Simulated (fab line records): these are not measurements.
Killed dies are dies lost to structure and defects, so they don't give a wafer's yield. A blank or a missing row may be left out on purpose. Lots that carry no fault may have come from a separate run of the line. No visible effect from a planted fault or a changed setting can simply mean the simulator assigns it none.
Chamber matching + flow n5-finfet + N5_HKMG_FIN_STRIP_90 on rie-diel-04: 4 sister chambers
The step strips SOC in N2/H2, time 20 s. 16 wafers are shown with their chamber, then 8 later ones without.

== WAFERS, EACH WITH ITS CHAMBER ==
| wafer  | chamber | showerhead-plenum-p-Torr (Torr) | throttle-valve-pct (%) | oes-product-au (a.u.) |
|--------|---------|---------------------------------|------------------------|-----------------------|
| L074.3 | 2       | 3.36                            | 19.8                   | 0.71                  |
| L074.5 | 0       | 3.61                            | 19.0                   | 0.95                  |
| L074.6 | 3       | 3.29                            | 18.8                   | 0.65                  |
| L075.2 | 1       | 3.48                            | 18.8                   | 0.72                  |
| L075.5 | 0       | 3.60                            | 19.0                   | 0.94                  |
| L075.6 | 3       | 3.29                            | 18.8                   | 0.65                  |
| L082.2 | 2       | 3.35                            | 19.9                   | 0.69                  |
| L082.3 | 1       | 3.47                            | 18.8                   | 0.71                  |
| L082.6 | 0       | 3.59                            | 19.0                   | 0.90                  |
| L084.1 | 0       | 3.59                            | 19.0                   | 0.90                  |
| L084.2 | 2       | 3.35                            | 19.9                   | 0.70                  |
| L084.5 | 2       | 3.35                            | 19.9                   | 0.69                  |
| L089.1 | 0       | 3.58                            | 19.0                   | 0.87                  |
| L089.3 | 2       | 3.34                            | 19.9                   | 0.67                  |
| L089.4 | 3       | 3.28                            | 18.5                   | 0.95                  |
| L090.2 | 0       | 3.58                            | 19.0                   | 0.87                  |

SIGNATURES (means of the wafers above)
| reading                  | chamber 0 | chamber 1 | chamber 2 | chamber 3 | scatter within a chamber |
|--------------------------|-----------|-----------|-----------|-----------|--------------------------|
| showerhead-plenum-p-Torr | 3.5917    | 3.4750    | 3.3500    | 3.2867    | 0.00913                  |
| throttle-valve-pct       | 19.000    | 18.800    | 19.880    | 18.700    | 0.0753                   |
| oes-product-au           | 0.9050    | 0.7150    | 0.6920    | 0.7500    | 0.0745                   |
Rule: a wafer's distance from a chamber is the root of the sum, over the readings, of the square of ((its reading less the chamber's mean) divided by the reading's scatter). If the next closest chamber is less than 2 further off than the closest, the wafer can't be placed; otherwise it belongs to the closest. The scatter is the square root of a quotient: the sum, over the shown wafers, of each reading's squared deviation from its chamber's mean, divided by wafers minus chambers.

== WAFERS WHOSE CHAMBER IS MISSING ==
| wafer  | showerhead-plenum-p-Torr (Torr) | throttle-valve-pct (%) | oes-product-au (a.u.) |
|--------|---------------------------------|------------------------|-----------------------|
| L090.3 | 3.28                            | 18.6                   | 0.95                  |
| L090.5 | 3.58                            | 19.0                   | 0.87                  |
| L091.3 | 3.58                            | 19.0                   | 0.86                  |
| L091.4 | 3.27                            | 18.6                   | 0.93                  |
| L091.6 | 3.34                            | 19.9                   | 0.68                  |
| L093.1 | 3.58                            | 19.1                   | 0.85                  |
| L093.4 | 3.34                            | 19.9                   | 0.68                  |
| L093.6 | 3.27                            | 18.5                   | 0.92                  |

== CHAMBER TAKEN BY EACH ==
| wafer  | from the rows above | in truth |
|--------|---------------------|----------|
| L090.3 | 3                   | 3        |
| L090.5 | 0                   | 0        |
| L091.3 | 0                   | 0        |
| L091.4 | 3                   | 3        |
| L091.6 | 2                   | 2        |
| L093.1 | 0                   | 0        |
| L093.4 | 2                   | 2        |
| L093.6 | 3                   | 3        |
Correctly placed: 8 of 8. Left unplaced by these rows: 0. 0 placed wrongly.
